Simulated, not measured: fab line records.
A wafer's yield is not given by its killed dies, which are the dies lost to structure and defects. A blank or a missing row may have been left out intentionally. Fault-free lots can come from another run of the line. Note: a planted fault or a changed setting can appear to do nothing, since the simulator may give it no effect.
Matching of chambers :: flow n5Finfet :: rieDiel-06 running N5_BEOL_M13_ETCH_67: 4 sister chambers
The step etches SiARC in CF4, target depth 143 nm, time 238.3 s. 16 wafers are shown with their chamber, then 8 later ones without.

EACH WAFER AND ITS CHAMBER
wafer: L074.3
chamber: 0
showerheadPlenumPTorr (Torr): 2.20
throttleValvePct (%): 16.05
oesProductAu (a.u.): 0.59

wafer: L074.4
chamber: 1
showerheadPlenumPTorr (Torr): 2.18
throttleValvePct (%): 15.34
oesProductAu (a.u.): 0.82

wafer: L074.5
chamber: 1
showerheadPlenumPTorr (Torr): 2.18
throttleValvePct (%): 15.35
oesProductAu (a.u.): 0.81

wafer: L078.1
chamber: 1
showerheadPlenumPTorr (Torr): 2.18
throttleValvePct (%): 15.40
oesProductAu (a.u.): 0.77

wafer: L078.3
chamber: 2
showerheadPlenumPTorr (Torr): 2.05
throttleValvePct (%): 15.78
oesProductAu (a.u.): 0.62

wafer: L078.4
chamber: 3
showerheadPlenumPTorr (Torr): 2.15
throttleValvePct (%): 15.86
oesProductAu (a.u.): 0.66

wafer: L081.1
chamber: 3
showerheadPlenumPTorr (Torr): 2.15
throttleValvePct (%): 15.88
oesProductAu (a.u.): 0.66

wafer: L081.3
chamber: 0
showerheadPlenumPTorr (Torr): 2.19
throttleValvePct (%): 15.58
oesProductAu (a.u.): 0.79

wafer: L081.4
chamber: 2
showerheadPlenumPTorr (Torr): 2.05
throttleValvePct (%): 15.79
oesProductAu (a.u.): 0.63

wafer: L092.2
chamber: 3
showerheadPlenumPTorr (Torr): 2.15
throttleValvePct (%): 15.87
oesProductAu (a.u.): 0.65

wafer: L092.3
chamber: 1
showerheadPlenumPTorr (Torr): 2.17
throttleValvePct (%): 15.40
oesProductAu (a.u.): 0.75

wafer: L092.4
chamber: 2
showerheadPlenumPTorr (Torr): 2.05
throttleValvePct (%): 15.80
oesProductAu (a.u.): 0.62

wafer: L089.2
chamber: 3
showerheadPlenumPTorr (Torr): 2.15
throttleValvePct (%): 15.90
oesProductAu (a.u.): 0.64

wafer: L089.4
chamber: 2
showerheadPlenumPTorr (Torr): 2.04
throttleValvePct (%): 15.80
oesProductAu (a.u.): 0.62

wafer: L089.5
chamber: 2
showerheadPlenumPTorr (Torr): 2.04
throttleValvePct (%): 15.80
oesProductAu (a.u.): 0.62

wafer: L091.1
chamber: 0
showerheadPlenumPTorr (Torr): 2.19
throttleValvePct (%): 15.62
oesProductAu (a.u.): 0.76

SIGNATURES, as means of the wafers listed above
reading: showerheadPlenumPTorr
chamber 0: 2.1933
chamber 1: 2.1775
chamber 2: 2.0460
chamber 3: 2.1500
scatter within a chamber: 0.00467

reading: throttleValvePct
chamber 0: 15.7500
chamber 1: 15.3725
chamber 2: 15.7940
chamber 3: 15.8775
scatter within a chamber: 0.108

reading: oesProductAu
chamber 0: 0.7133
chamber 1: 0.7875
chamber 2: 0.6220
chamber 3: 0.6525
scatter within a chamber: 0.0473
Rule: distance of a wafer from a chamber = root of the sum over the readings of ((wafer's reading minus chamber's mean) / reading's scatter) squared. The wafer belongs to the nearest chamber; if the next one is less than 2 further off, it can't be placed. The scatter is the square root of a quotient: the sum, over the shown wafers, of each reading's squared deviation from its chamber's mean, divided by wafers minus chambers.

WAFERS WHOSE CHAMBER IS MISSING
wafer: L091.3
showerheadPlenumPTorr (Torr): 2.04
throttleValvePct (%): 15.81
oesProductAu (a.u.): 0.62

wafer: L091.4
showerheadPlenumPTorr (Torr): 2.15
throttleValvePct (%): 15.89
oesProductAu (a.u.): 0.64

wafer: L097.1
showerheadPlenumPTorr (Torr): 2.18
throttleValvePct (%): 15.63
oesProductAu (a.u.): 0.74

wafer: L097.2
showerheadPlenumPTorr (Torr): 2.17
throttleValvePct (%): 15.44
oesProductAu (a.u.): 0.73

wafer: L097.6
showerheadPlenumPTorr (Torr): 2.18
throttleValvePct (%): 15.65
oesProductAu (a.u.): 0.75

wafer: L095.1
showerheadPlenumPTorr (Torr): 2.14
throttleValvePct (%): 15.94
oesProductAu (a.u.): 0.64

wafer: L095.4
showerheadPlenumPTorr (Torr): 2.04
throttleValvePct (%): 15.84
oesProductAu (a.u.): 0.61

wafer: L095.6
showerheadPlenumPTorr (Torr): 2.14
throttleValvePct (%): 15.92
oesProductAu (a.u.): 0.63

WHICH CHAMBER EACH WENT THROUGH
wafer: L091.3
from the rows above: 2
in truth: 2

wafer: L091.4
from the rows above: 3
in truth: 3

wafer: L097.1
from the rows above: can't be placed: 1 or 0
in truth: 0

wafer: L097.2
from the rows above: 1
in truth: 1

wafer: L097.6
from the rows above: can't be placed: 1 or 0
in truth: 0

wafer: L095.1
from the rows above: 3
in truth: 3

wafer: L095.4
from the rows above: 2
in truth: 2

wafer: L095.6
from the rows above: 3
in truth: 3
Placed correctly: 6 of 8. Not placeable from these rows: 2 (in 2, the candidates include the true chamber). 0 placed wrongly.
